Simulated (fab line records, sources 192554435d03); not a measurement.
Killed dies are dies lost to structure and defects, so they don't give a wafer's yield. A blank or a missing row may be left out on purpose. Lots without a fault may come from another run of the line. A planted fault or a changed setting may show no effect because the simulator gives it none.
Chamber matching | flow n5_finfet | N5_MOL_CONTACT_COAG_DESCUM_45 on rie_diel-06: 4 sister chambers
The step chemistry O2, time 7 s. 8 wafers are shown with their chamber, then 8 later ones without.

WAFERS WITH THEIR CHAMBER
wafer  | chamber | throttle_valve_pct (%) | showerhead_plenum_p_Torr (Torr)
L082.3 | 0       | 20.59                  | 2.16
L082.6 | 0       | 20.62                  | 2.16
L083.2 | 2       | 20.59                  | 2.03
L083.3 | 3       | 20.17                  | 2.04
L089.2 | 3       | 20.19                  | 2.03
L089.3 | 1       | 20.57                  | 2.13
L089.5 | 1       | 20.57                  | 2.13
L090.2 | 2       | 20.60                  | 2.03

WAFERS WITHOUT THEIR CHAMBER
wafer  | throttle_valve_pct (%) | showerhead_plenum_p_Torr (Torr)
L090.3 | 20.57                  | 2.13
L090.4 | 20.57                  | 2.13
L096.1 | 20.64                  | 2.03
L096.2 | 20.64                  | 2.15
L096.6 | 20.65                  | 2.15
L097.1 | 20.65                  | 2.15
L097.3 | 20.65                  | 2.02
L097.5 | 20.63                  | 2.02

WHICH CHAMBER EACH WENT THROUGH
wafer  | from the rows above | in truth
L090.3 | 1                   | 1
L090.4 | 1                   | 1
L096.1 | 2                   | 2
L096.2 | 0                   | 0
L096.6 | 0                   | 0
L097.1 | 0                   | 0
L097.3 | 2                   | 2
L097.5 | 2                   | 2
Placed correctly: 8 of 8. Can't be placed from these rows: 0. Placed wrongly: 0.
How it was worked out, from the rows above alone: a wafer's distance from a chamber is the root of the sum, over the readings, of the square of ((its reading less the chamber's mean) divided by the reading's scatter). The wafer belongs to the nearest chamber; if the next one is less than 2 further off, it can't be placed. A chamber's mean is the mean of its shown wafers. The scatter: the root of (the sum of the squares of (reading less its chamber's mean) over the shown wafers, divided by (wafers less chambers)).
